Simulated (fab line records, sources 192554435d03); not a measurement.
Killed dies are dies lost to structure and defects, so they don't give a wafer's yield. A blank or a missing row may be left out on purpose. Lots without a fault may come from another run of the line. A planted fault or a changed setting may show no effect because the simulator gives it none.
Chamber matching | flow n5_finfet | N5_BEOL_M8_STRIP_36 on rie_diel-03: 4 sister chambers
The step strips in N2/H2. 16 wafers are shown with their chamber, then 8 later ones without.

WAFERS WITH THEIR CHAMBER
wafer  | chamber | drypump_motor_current_A (A) | showerhead_plenum_p_Torr (Torr) | throttle_valve_pct (%)
L074.2 | 3       | 5.9                         | 2.69                            | 23.63
L074.3 | 0       | 5.6                         | 2.45                            | 24.09
L074.5 | 1       | 5.3                         | 2.62                            | 23.72
L077.1 | 3       | 5.9                         | 2.68                            | 23.64
L077.2 | 1       | 5.3                         | 2.62                            | 23.75
L077.3 | 2       | 6.1                         | 2.50                            | 23.73
L080.2 | 2       | 6.1                         | 2.50                            | 23.74
L080.3 | 1       | 5.3                         | 2.62                            | 23.76
L080.6 | 2       | 6.2                         | 2.50                            | 23.75
L082.2 | 0       | 5.6                         | 2.44                            | 24.12
L082.3 | 1       | 5.3                         | 2.61                            | 23.78
L082.5 | 1       | 5.3                         | 2.61                            | 23.77
L088.1 | 1       | 5.3                         | 2.61                            | 23.76
L088.4 | 0       | 5.6                         | 2.44                            | 24.12
L088.5 | 3       | 5.9                         | 2.67                            | 23.67
L086.3 | 3       | 5.9                         | 2.67                            | 23.66

SIGNATURES (means of the wafers above)
reading                  | chamber 0 | chamber 1 | chamber 2 | chamber 3 | scatter within a chamber
drypump_motor_current_A  | 5.600     | 5.300     | 6.133     | 5.900     | 0.0236
showerhead_plenum_p_Torr | 2.4433    | 2.6150    | 2.5000    | 2.6775    | 0.0064
throttle_valve_pct       | 24.1100   | 23.7567   | 23.7400   | 23.6500   | 0.0181
Rule: a wafer's distance from a chamber is the root of the sum, over the readings, of the square of ((its reading less the chamber's mean) divided by the reading's scatter). The wafer belongs to the nearest chamber; if the next one is less than 2 further off, it can't be placed. The scatter: the root of (the sum of the squares of (reading less its chamber's mean) over the shown wafers, divided by (wafers less chambers)).

WAFERS WITHOUT THEIR CHAMBER
wafer  | drypump_motor_current_A (A) | showerhead_plenum_p_Torr (Torr) | throttle_valve_pct (%)
L086.5 | 5.3                         | 2.61                            | 23.78
L086.6 | 5.9                         | 2.67                            | 23.67
L091.2 | 5.9                         | 2.67                            | 23.67
L091.3 | 5.5                         | 2.43                            | 24.11
L091.6 | 6.1                         | 2.50                            | 23.52
L096.2 | 6.1                         | 2.49                            | 23.55
L096.5 | 5.6                         | 2.43                            | 24.14
L096.6 | 5.9                         | 2.66                            | 23.75

WHICH CHAMBER EACH WENT THROUGH
wafer  | from the rows above | in truth
L086.5 | 1                   | 1
L086.6 | 3                   | 3
L091.2 | 3                   | 3
L091.3 | 0                   | 0
L091.6 | 2                   | 2
L096.2 | 2                   | 2
L096.5 | 0                   | 0
L096.6 | 3                   | 3
Placed correctly: 8 of 8. Can't be placed from these rows: 0. Placed wrongly: 0.
